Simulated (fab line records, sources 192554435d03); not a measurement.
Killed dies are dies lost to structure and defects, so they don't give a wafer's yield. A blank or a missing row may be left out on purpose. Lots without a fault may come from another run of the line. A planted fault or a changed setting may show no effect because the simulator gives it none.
fab line records | flow n5_finfet
record lots=24 wafers=72 last_day=18
route steps=1938 shown BEOL_M6@1247 BEOL_M7@1263
lots that met no fault: from a run of the same line without faults
start_h: hours from the record's first day to the start of the lot's first wafer shown | wait_h: hours since the lot's step before | " the same as in the row above | L1.1+2: a row that stands for several wafers | - no value, or no start given | * or withheld: withheld | < > ~ a bound
route shown NAME@n: a module of which the file shows steps, and the number in the route of the first | usual: mean/standard deviation of fault-free wafers | same: alike in all rows | chamber/n: place in a boat | sites: the reading at each site | _std_site: their standard deviation | _edge_site: outer sites' mean less inner sites' | radius_mm: how far each site lies from the wafer's centre | mask NAME#n: copy n | behind: the tool/chamber that last shaped the wafer | hold: why the lot was held/for how many hours/how that ended | device: the transistor (n, p or np) that didn't switch | end of line: the same wafers' tests at the end of the route | a step without rows: its recipe alone | killed: dies lost to structure and defects at the first sort, not the wafer's yield | map: a wafer's dies, x killed, . not, _ none there
set.NAME: the setting as run; set.NAME@STEP: as run at that earlier step | model.NAME: the simulator's own value behind a step, which no gauge read
steps of the route over a sample of lots; a table a step, a row a wafer
services: from which hour (start_h, from the record's first day; less than 0 if before it) a tool's chamber was out of use, for how many hours, and why
## steps
# step N5_BEOL_M6_CD_MEAS_35
# recipe target_cd_nm=40 target_cd_y_nm=28 polarity=opening
# usual cd_nm=39.8/0.62
# columns lot.wafer tool chamber start_h wait_h cd_nm
L074.3 cd_sem-02 - 178.93 0.0 39.1
L074.5 " - " " 39.1
L074.6 " - " " 38.9
L076.1 cd_sem-01 - 191.20 0.0 40.6
L076.4 " - " " 39.4
L076.6 " - " " 40.6
L075.2 cd_sem-03 - 193.57 0.0 39.5
L075.5 " - " " 40.7
L075.6 " - " " 39.9
L077.2 cd_sem-01 - 196.35 0.0 40.0
L077.3 " - " " 40.4
L077.4 " - " " 41.3
L078.3 cd_sem-02 - 203.72 0.0 39.1
L078.4 " - " " 40.0
L078.6 " - " " 39.3
L079.1 cd_sem-03 - 213.33 0.0 39.0
L079.4 " - " " 40.3
L079.6 " - " " 39.7
L081.2 cd_sem-02 - 217.48 0.0 39.8
L081.4 " - " " 40.1
L081.6 " - " " 40.0
L080.1 cd_sem-01 - 223.67 0.0 39.7
L080.2 " - " " 39.0
L080.3 " - " " 39.7
L082.2 cd_sem-01 - 229.21 0.0 40.8
L082.3 " - " " 38.9
L082.6 " - " " 39.3
L083.1 cd_sem-02 - 238.69 0.0 40.3
L083.3 " - " " 39.2
L083.6 " - " " 39.9
L084.1 cd_sem-03 - 239.46 0.0 38.1
L084.2 " - " " 39.0
L084.5 " - " " 39.5
L086.2 cd_sem-03 - 256.36 0.0 39.8
L086.4 " - " " 40.6
L086.6 " - " " 40.2
L088.1 cd_sem-02 - 261.38 0.0 38.6
L088.2 " - " " 39.9
L088.3 " - " " 40.3
L085.4 cd_sem-03 - 261.70 0.0 38.8
L085.5 " - " " 40.6
L085.6 " - " " 39.6
L087.1 cd_sem-02 - 266.15 0.0 40.3
L087.2 " - " " 39.1
L087.3 " - " " 39.8
L089.1 cd_sem-01 - 271.88 0.0 40.2
L089.3 " - " " 39.4
L089.4 " - " " 40.6
L091.3 cd_sem-03 - 288.45 0.0 40.4
L091.4 " - " " 39.3
L091.6 " - " " 39.8
L093.1 cd_sem-01 - 297.64 0.0 39.6
L093.4 " - " " 39.6
L093.6 " - " " 39.0
L090.2 cd_sem-03 - 299.42 0.0 40.4
L090.3 " - " " 39.8
L090.5 " - " " 39.6
L092.2 cd_sem-01 - 308.63 0.0 40.0
L092.4 " - " " 39.1
L092.6 " - " " 40.4
L094.1 cd_sem-02 - 314.88 0.0 39.4
L094.2 " - " " 38.3
L094.3 " - " " 40.4
L095.3 cd_sem-03 - 317.34 0.0 39.9
L095.5 " - " " 39.8
L095.6 " - " " 39.9
L096.2 cd_sem-03 - 322.79 0.0 40.0
L096.3 " - " " 40.3
L096.5 " - " " 40.9
L097.2 cd_sem-01 - 329.83 0.0 38.8
L097.4 " - " " 40.5
L097.5 " - " " 40.9
# step N5_BEOL_M6_PRE_CLEAN_45
# recipe gas=H2/He time_s=30 temp_c=250
# usual heater_power_w=338/34
# columns lot.wafer tool chamber start_h wait_h heater_power_w
L074.3 pvd_sputter-01 - 179.51 0.0 313
L074.5 " - " " 321
L074.6 " - " " 239
L076.1 pvd_sputter-01 - 191.92 0.0 314
L076.4 " - " " 307
L076.6 " - " " 320
L075.2 pvd_sputter-02 - 194.45 0.0 372
L075.5 " - " " 373
L075.6 " - " " 344
L077.2 pvd_sputter-03 - 197.57 0.0 305
L077.3 " - " " 350
L077.4 " - " " 353
L078.3 pvd_sputter-02 - 204.26 0.0 342
L078.4 " - " " 329
L078.6 " - " " 360
L079.1 pvd_sputter-02 - 214.93 0.0 360
L079.4 " - " " 374
L079.6 " - " " 379
L081.2 pvd_sputter-02 - 218.78 0.0 377
L081.4 " - " " 370
L081.6 " - " " 375
L080.1 pvd_sputter-02 - 224.27 0.0 369
L080.2 " - " " 348
L080.3 " - " " 333
L082.2 pvd_sputter-01 - 230.90 0.0 301
L082.3 " - " " 332
L082.6 " - " " 313
L083.1 pvd_sputter-02 - 239.52 0.0 331
L083.3 " - " " 341
L083.6 " - " " 343
L084.1 pvd_sputter-02 - 239.86 0.0 371
L084.2 " - " " 380
L084.5 " - " " 342
L086.2 pvd_sputter-03 - 257.02 0.0 304
L086.4 " - " " 352
L086.6 " - " " 353
L088.1 pvd_sputter-02 - 262.06 0.0 338
L088.2 " - " " 376
L088.3 " - " " 335
L085.4 pvd_sputter-02 - 262.42 0.0 376
L085.5 " - " " 342
L085.6 " - " " 332
L087.1 pvd_sputter-03 - 266.81 0.0 352
L087.2 " - " " 346
L087.3 " - " " 310
L089.1 pvd_sputter-02 - 272.58 0.0 340
L089.3 " - " " 384
L089.4 " - " " 333
L091.3 pvd_sputter-03 - 289.12 0.0 349
L091.4 " - " " 346
L091.6 " - " " 345
L093.1 pvd_sputter-01 - 298.80 0.0 331
L093.4 " - " " 240
L093.6 " - " " 329
L090.2 pvd_sputter-02 - 300.16 0.0 366
L090.3 " - " " 345
L090.5 " - " " 316
L092.2 pvd_sputter-01 - 309.25 0.0 236
L092.4 " - " " 305
L092.6 " - " " 235
L094.1 pvd_sputter-02 - 315.35 0.0 378
L094.2 " - " " 377
L094.3 " - " " 340
L095.3 pvd_sputter-02 - 318.15 0.0 388
L095.5 " - " " 374
L095.6 " - " " 334
L096.2 pvd_sputter-02 - 323.20 0.0 334
L096.3 " - " " 344
L096.5 " - " " 341
L097.2 pvd_sputter-01 - 330.50 0.0 246
L097.4 " - " " 308
L097.5 " - " " 322
# step N5_BEOL_M6_SPUTTER_48
# recipe material=Cu target_thk_a=100 temp_c=-20 bias_v=60 power_w=26000 chamber_pressure_pa=0.13 time_s=1.667
# usual substrate_temp_c=-19.99/0.11 throttle_valve_pct=29.8/1.4
# columns lot.wafer tool chamber start_h wait_h substrate_temp_c throttle_valve_pct
L074.3 pvd_sputter-02 - 180.33 0.3 -19.87 29.2
L074.5 " - " " -19.71 30.9
L074.6 " - " " -19.84 30.8
L076.1 pvd_sputter-01 - 192.64 0.1 -19.98 29.0
L076.4 " - " " -19.95 29.1
L076.6 " - " " -19.87 28.9
L075.2 pvd_sputter-02 - 195.05 0.1 -20.10 30.8
L075.5 " - " " -19.97 30.8
L075.6 " - " " -19.87 29.2
L077.2 pvd_sputter-01 - 198.34 0.2 -19.93 28.7
L077.3 " - " " -19.83 30.6
L077.4 " - " " -19.94 29.0
L078.3 pvd_sputter-01 - 206.25 1.3 -20.12 27.2
L078.4 " - " " -19.80 30.7
L078.6 " - " " -20.06 28.5
L079.1 pvd_sputter-03 - 215.50 0.1 -19.93 31.6
L079.4 " - " " -19.95 31.8
L079.6 " - " " -20.13 31.2
L081.2 pvd_sputter-03 - 219.37 0.1 -19.81 31.7
L081.4 " - " " -20.00 31.5
L081.6 " - " " -19.90 31.5
L080.1 pvd_sputter-01 - 225.22 0.1 -19.99 28.7
L080.2 " - " " -19.89 29.1
L080.3 " - " " -20.15 27.5
L082.2 pvd_sputter-01 - 231.78 0.3 -20.03 28.9
L082.3 " - " " -20.00 30.5
L082.6 " - " " -19.93 28.5
L083.1 pvd_sputter-02 - 240.19 0.1 -20.13 30.1
L083.3 " - " " -19.84 29.1
L083.6 " - " " -19.99 30.4
L084.1 pvd_sputter-02 - 240.61 0.1 -19.99 29.0
L084.2 " - " " -19.88 30.8
L084.5 " - " " -19.94 29.0
L086.2 pvd_sputter-03 - 257.90 0.1 -20.09 31.8
L086.4 " - " " -19.91 31.6
L086.6 " - " " -20.06 31.6
L088.1 pvd_sputter-02 - 262.74 0.1 -20.09 30.0
L088.2 " - " " -20.05 30.6
L088.3 " - " " -20.09 30.8
L085.4 pvd_sputter-01 - 263.15 0.2 -20.01 30.8
L085.5 " - " " -20.01 28.9
L085.6 " - " " -19.91 27.0
L087.1 pvd_sputter-03 - 267.65 0.1 -19.98 31.3
L087.2 " - " " -20.14 31.0
L087.3 " - " " -20.05 31.6
L089.1 pvd_sputter-01 - 273.20 0.1 -20.03 30.5
L089.3 " - " " -20.02 28.7
L089.4 " - " " -19.92 29.0
L091.3 pvd_sputter-03 - 289.90 0.2 -20.20 31.0
L091.4 " - " " -20.02 31.4
L091.6 " - " " -20.03 31.0
L093.1 pvd_sputter-01 - 300.04 0.3 -20.10 28.9
L093.4 " - " " -19.89 30.6
L093.6 " - " " -20.27 27.1
L090.2 pvd_sputter-02 - 300.88 0.1 -19.99 29.0
L090.3 " - " " -19.81 30.6
L090.5 " - " " -20.15 30.8
L092.2 pvd_sputter-01 - 310.11 0.2 -20.06 28.5
L092.4 " - " " -19.96 27.0
L092.6 " - " " -20.06 28.9
L094.1 pvd_sputter-02 - 317.31 0.1 -20.11 30.3
L094.2 " - " " -20.10 30.7
L094.3 " - " " -20.08 29.1
L095.3 pvd_sputter-01 - 322.24 3.3 -20.05 28.8
L095.5 " - " " -20.07 27.1
L095.6 " - " " -20.11 28.5
L096.2 pvd_sputter-02 - 323.98 0.2 -20.09 29.1
L096.3 " - " " -19.92 30.7
L096.5 " - " " -20.09 29.4
L097.2 pvd_sputter-01 - 331.08 0.1 -19.93 30.5
L097.4 " - " " -19.94 28.7
L097.5 " - " " -20.02 30.6
# step N5_BEOL_M6_ANNEAL_51
# recipe temp_c=225 time_s=90 ambient=N2
# usual wafer_temp_C_max=226.05/0.23
# columns lot.wafer tool chamber start_h wait_h wafer_temp_C_max
L074.3 rtp_anneal-02 0 180.63 0.1 226.06
L074.5 " 0 " " 225.88
L074.6 " 0 " " 226.35
L076.1 rtp_anneal-01 0 193.46 0.7 226.18
L076.4 " 0 " " 226.01
L076.6 " 0 " " 225.97
L075.2 rtp_anneal-02 0 195.31 0.1 226.22
L075.5 " 0 " " 226.24
L075.6 " 0 " " 226.20
L077.2 rtp_anneal-01 0 198.60 0.1 226.38
L077.3 " 0 " " 226.15
L077.4 " 0 " " 225.84
L078.3 rtp_anneal-02 0 206.64 0.2 225.86
L078.4 " 0 " " 225.82
L078.6 " 0 " " 225.86
L079.1 rtp_anneal-01 0 215.98 0.3 225.91
L079.4 " 0 " " 225.92
L079.6 " 0 " " 225.90
L081.2 rtp_anneal-01 0 219.62 0.1 225.57
L081.4 " 0 " " 225.84
L081.6 " 0 " " 226.48
L080.1 rtp_anneal-02 0 226.21 0.8 226.51
L080.2 " 0 " " 226.14
L080.3 " 0 " " 226.15
L082.2 rtp_anneal-01 0 232.04 0.1 225.68
L082.3 " 0 " " 225.84
L082.6 " 0 " " 226.11
L083.1 rtp_anneal-02 0 240.50 0.2 226.30
L083.3 " 0 " " 226.00
L083.6 " 0 " " 226.09
L084.1 rtp_anneal-01 0 241.99 1.2 225.93
L084.2 " 0 " " 226.08
L084.5 " 0 " " 226.32
L086.2 rtp_anneal-02 0 258.16 0.1 225.97
L086.4 " 0 " " 226.13
L086.6 " 0 " " 226.39
L088.1 rtp_anneal-02 0 263.03 0.1 226.09
L088.2 " 0 " " 226.00
L088.3 " 0 " " 225.91
L085.4 rtp_anneal-01 0 263.68 0.4 226.14
L085.5 " 0 " " 225.95
L085.6 " 0 " " 225.90
L087.1 rtp_anneal-01 0 269.07 1.3 225.93
L087.2 " 0 " " 225.69
L087.3 " 0 " " 225.97
L089.1 rtp_anneal-01 0 274.34 1.0 225.66
L089.3 " 0 " " 225.78
L089.4 " 0 " " 225.91
L091.3 rtp_anneal-01 0 290.29 0.2 225.85
L091.4 " 0 " " 226.34
L091.6 " 0 " " 226.07
L093.1 rtp_anneal-02 0 300.25 0.1 226.01
L093.4 " 0 " " 226.32
L093.6 " 0 " " 225.76
L090.2 rtp_anneal-02 0 301.29 0.3 226.06
L090.3 " 0 " " 226.32
L090.5 " 0 " " 225.74
L092.2 rtp_anneal-02 0 311.46 1.2 225.84
L092.4 " 0 " " 226.41
L092.6 " 0 " " 225.90
L094.1 rtp_anneal-01 0 317.77 0.3 225.88
L094.2 " 0 " " 225.94
L094.3 " 0 " " 225.98
L095.3 rtp_anneal-01 0 322.56 0.2 225.99
L095.5 " 0 " " 225.77
L095.6 " 0 " " 225.65
L096.2 rtp_anneal-02 0 324.44 0.3 225.95
L096.3 " 0 " " 226.29
L096.5 " 0 " " 226.61
L097.2 rtp_anneal-01 0 331.33 0.1 226.09
L097.4 " 0 " " 226.02
L097.5 " 0 " " 226.01
# step N5_BEOL_M7_ILD_DEP_00
# recipe material=SiCOH_lowk target_thk_a=1797.5 temp_c=300 precursor=DEMS/porogen pressure_torr=5 rf_w=500 time_s=33.4
# usual heater_power_w=350/70 rf_fwd_power_W=495.6/1.5 showerhead_plenum_p_Torr=5.744/0.013 throttle_valve_pct=13.9/0.76
# columns lot.wafer tool chamber start_h wait_h heater_power_w rf_fwd_power_W showerhead_plenum_p_Torr throttle_valve_pct
L074.3 pecvd-04 2 181.33 0.0 284 496.2 5.749 13.8
L074.5 " 1 " " 380 495.7 5.717 14.4
L074.6 " 0 " " 336 494.9 5.745 15.1
L076.1 pecvd-01 2 194.24 0.0 309 495.8 5.741 13.3
L076.4 " 0 " " 495 496.0 5.726 13.1
L076.6 " 1 " " 341 495.7 5.743 14.3
L075.2 pecvd-04 2 196.23 0.0 287 493.5 5.743 13.9
L075.5 " 2 " " 303 494.1 5.750 13.8
L075.6 " 1 " " 441 496.3 5.723 14.6
L077.2 pecvd-04 1 199.34 0.0 387 497.6 5.743 14.5
L077.3 " 0 " " 351 494.7 5.741 15.2
L077.4 " 0 " " 356 494.5 5.748 15.2
L078.3 pecvd-01 1 207.52 0.0 364 496.0 5.760 14.5
L078.4 " 0 " " 444 496.0 5.731 13.3
L078.6 " 2 " " 286 494.6 5.746 13.4
L079.1 pecvd-04 1 216.78 0.0 422 496.9 5.718 14.5
L079.4 " 0 " " 328 495.9 5.774 15.2
L079.6 " 2 " " 328 497.5 5.745 14.1
L081.2 pecvd-02 1 220.36 0.0 187 495.0 5.756 13.2
L081.4 " 1 " " 200 494.7 5.756 13.2
L081.6 " 2 " " 343 493.7 5.734 12.7
L080.1 pecvd-04 1 227.01 0.0 396 491.8 5.734 14.5
L080.2 " 0 " " 329 492.8 5.763 15.4
L080.3 " 2 " " 284 494.3 5.744 13.6
L082.2 pecvd-01 0 232.78 0.0 480 493.0 5.749 13.3
L082.3 " 2 " " 269 496.2 5.741 13.2
L082.6 " 1 " " 315 496.0 5.765 14.1
L083.1 pecvd-01 0 241.29 0.0 408 495.6 5.737 13.1
L083.3 " 1 " " 374 496.8 5.754 14.6
L083.6 " 0 " " 423 493.7 5.742 13.2
L084.1 pecvd-01 1 243.06 0.0 298 494.7 5.739 14.1
L084.2 " 0 " " 477 496.0 5.731 13.4
L084.5 " 2 " " 276 494.9 5.737 13.1
L086.2 pecvd-04 0 258.90 0.0 292 492.3 5.764 15.2
L086.4 " 0 " " 290 493.3 5.757 15.2
L086.6 " 0 " " 302 492.4 5.750 15.0
L088.1 pecvd-01 0 263.84 0.0 492 496.7 5.745 13.1
L088.2 " 1 " " 345 496.1 5.746 14.6
L088.3 " 2 " " 252 495.4 5.743 13.4
L085.4 pecvd-01 2 264.49 0.1 269 496.4 5.750 12.9
L085.5 " 0 " " 473 496.9 5.730 13.4
L085.6 " 1 " " 374 494.1 5.747 14.4
L087.1 pecvd-04 1 270.12 0.0 427 492.1 5.722 14.3
L087.2 " 0 " " 308 495.8 5.772 15.0
L087.3 " 0 " " 325 495.2 5.755 15.2
L089.1 pecvd-01 0 275.42 0.0 395 493.2 5.742 13.3
L089.3 " 2 " " 285 494.5 5.737 13.2
L089.4 " 2 " " 292 493.5 5.754 13.1
L091.3 pecvd-04 0 291.32 0.0 347 495.1 5.772 15.1
L091.4 " 0 " " 344 494.0 5.759 15.2
L091.6 " 1 " " 430 494.1 5.722 14.6
L093.1 pecvd-01 2 301.03 0.0 302 495.8 5.740 13.3
L093.4 " 1 " " 384 496.0 5.754 14.2
L093.6 " 0 " " 424 496.6 5.729 13.5
L090.2 pecvd-02 2 302.05 0.0 370 495.7 5.731 12.8
L090.3 " 0 " " 406 495.4 5.752 14.1
L090.5 " 1 " " 203 495.3 5.751 13.2
L092.2 pecvd-04 2 312.21 0.0 304 493.3 5.749 13.2
L092.4 " 0 " " 348 493.5 5.756 15.0
L092.6 " 2 " " 317 495.2 5.758 13.5
L094.1 pecvd-01 0 318.60 0.0 497 495.4 5.746 13.2
L094.2 " 1 " " 326 496.4 5.750 14.2
L094.3 " 2 " " 308 499.1 5.747 13.3
L095.3 pecvd-04 2 323.26 0.0 329 495.9 5.736 13.4
L095.5 " 2 " " 324 493.9 5.737 13.1
L095.6 " 0 " " 337 493.2 5.768 15.1
L096.2 pecvd-02 1 325.18 0.0 215 495.2 5.755 13.0
L096.3 " 0 " " 394 495.7 5.737 13.7
L096.5 " 0 " " 408 496.9 5.748 13.9
L097.2 pecvd-02 0 332.14 0.0 386 497.9 5.740 14.1
L097.4 " 1 " " 216 497.7 5.752 13.0
L097.5 " 1 " " 224 496.6 5.747 12.7
# step N5_BEOL_M7_PECVD_70
# recipe material=SiO2 target_thk_a=200 temp_c=400 precursor=TEOS/O2 pressure_torr=5.5 rf_w=450 teos_flow_sccm=53.8 gas=O2 flow_sccm=3000 time_s=22.7
# usual heater_power_w=777/140 rf_fwd_power_W=445.7/1.4 showerhead_plenum_p_Torr=8.81/0.039 throttle_valve_pct=22.3/1.3
# columns lot.wafer tool chamber start_h wait_h heater_power_w rf_fwd_power_W showerhead_plenum_p_Torr throttle_valve_pct
L074.3 pecvd-04 0 181.94 0.0 760 444.0 8.84 24.7
L074.5 " 2 " " 716 445.7 8.83 22.3
L074.6 " 0 " " 767 445.3 8.84 24.3
L076.1 pecvd-01 1 194.86 0.0 852 447.8 8.85 23.2
L076.4 " 0 " " 1014 446.7 8.76 21.5
L076.6 " 2 " " 601 445.0 8.79 21.0
L075.2 pecvd-04 1 196.85 0.0 902 447.3 8.73 23.2
L075.5 " 0 " " 771 442.2 8.85 24.3
L075.6 " 1 " " 913 446.4 8.75 23.5
L077.2 pecvd-02 2 199.95 0.0 809 443.6 8.75 20.6
L077.3 " 1 " " 552 445.9 8.85 21.2
L077.4 " 0 " " 831 445.5 8.79 21.7
L078.3 pecvd-01 1 208.13 0.0 861 445.5 8.86 23.2
L078.4 " 0 " " 997 446.2 8.77 21.6
L078.6 " 2 " " 663 445.5 8.80 21.4
L079.1 pecvd-02 2 217.39 0.0 852 444.7 8.78 20.9
L079.4 " 1 " " 474 447.2 8.85 21.2
L079.6 " 0 " " 873 445.7 8.79 22.0
L081.2 pecvd-02 1 220.98 0.0 504 446.1 8.81 21.0
L081.4 " 0 " " 849 446.3 8.81 21.8
L081.6 " 1 " " 502 446.1 8.84 21.5
L080.1 pecvd-01 2 227.62 0.0 699 447.7 8.81 21.4
L080.2 " 1 " " 832 447.1 8.82 22.9
L080.3 " 0 " " 938 444.6 8.76 21.6
L082.2 pecvd-01 2 233.39 0.0 700 446.6 8.81 21.0
L082.3 " 0 " " 991 444.1 8.80 21.6
L082.6 " 2 " " 710 446.2 8.82 21.4
L083.1 pecvd-01 1 241.90 0.0 791 445.7 8.83 23.1
L083.3 " 0 " " 968 445.0 8.78 21.5
L083.6 " 1 " " 797 445.7 8.83 23.2
L084.1 pecvd-02 0 243.67 0.0 899 446.1 8.80 21.9
L084.2 " 2 " " 849 445.2 8.80 20.5
L084.5 " 2 " " 844 444.7 8.81 20.9
L086.2 pecvd-04 1 259.54 0.0 934 446.2 8.73 23.5
L086.4 " 1 " " 893 446.4 8.74 23.1
L086.6 " 0 " " 777 444.3 8.83 24.7
L088.1 pecvd-04 0 264.46 0.0 677 444.5 8.84 24.7
L088.2 " 1 " " 945 447.3 8.74 23.3
L088.3 " 1 " " 929 447.2 8.73 23.6
L085.4 pecvd-02 2 265.10 0.1 813 447.1 8.78 20.6
L085.5 " 1 " " 457 446.8 8.84 21.1
L085.6 " 0 " " 837 446.7 8.81 21.9
L087.1 pecvd-02 1 270.76 0.0 479 447.4 8.84 21.5
L087.2 " 0 " " 889 446.3 8.82 22.3
L087.3 " 2 " " 827 445.1 8.80 20.8
L089.1 pecvd-02 2 276.04 0.0 815 448.0 8.78 20.8
L089.3 " 0 " " 771 447.7 8.81 22.0
L089.4 " 2 " " 823 446.6 8.81 20.8
L091.3 pecvd-04 2 291.96 0.0 696 442.9 8.82 21.5
L091.4 " 0 " " 717 443.8 8.84 24.6
L091.6 " 2 " " 701 447.3 8.80 21.4
L093.1 pecvd-01 1 301.65 0.0 851 446.0 8.85 22.9
L093.4 " 1 " " 874 445.6 8.84 23.1
L093.6 " 2 " " 643 445.2 8.84 21.2
L090.2 pecvd-04 1 302.66 0.0 848 447.5 8.75 23.4
L090.3 " 0 " " 764 444.5 8.85 24.7
L090.5 " 0 " " 759 442.9 8.85 24.4
L092.2 pecvd-02 2 312.83 0.0 860 443.7 8.79 21.0
L092.4 " 2 " " 845 443.4 8.79 21.1
L092.6 " 0 " " 891 445.5 8.80 22.2
L094.1 pecvd-04 1 319.22 0.0 865 447.1 8.75 23.6
L094.2 " 0 " " 762 443.1 8.87 24.6
L094.3 " 2 " " 754 445.5 8.83 21.7
L095.3 pecvd-04 2 323.87 0.0 772 445.6 8.82 21.7
L095.5 " 2 " " 758 446.4 8.84 21.6
L095.6 " 0 " " 774 444.3 8.83 24.5
L096.2 pecvd-04 0 325.82 0.0 766 443.8 8.86 24.6
L096.3 " 1 " " 931 445.9 8.74 23.4
L096.5 " 1 " " 954 448.0 8.76 23.5
L097.2 pecvd-02 1 333.25 0.0 528 444.1 8.86 21.2
L097.4 " 0 " " 823 448.8 8.78 22.5
L097.5 " 1 " " 523 445.4 8.84 21.1
## services
# columns tool chamber start_h hours kind
pecvd-01 - 238.21 2.8 pm
pecvd-02 - 240.84 1.9 repair
pecvd-01 - 243.67 0.6 repair
pecvd-04 2 249.13 - clean
pecvd-04 2 249.13 29.5 scheduled_down
pecvd-04 2 249.13 29.5 vent_cycle
pecvd-04 0 278.63 2.1 scheduled_down
pecvd-04 1 284.57 2.1 scheduled_down
pecvd-04 - 285.18 6.0 pm
pecvd-02 2 289.50 2.1 scheduled_down
pecvd-02 1 294.98 5.5 scheduled_down
pecvd-04 2 298.18 - calibration
## key
fault none
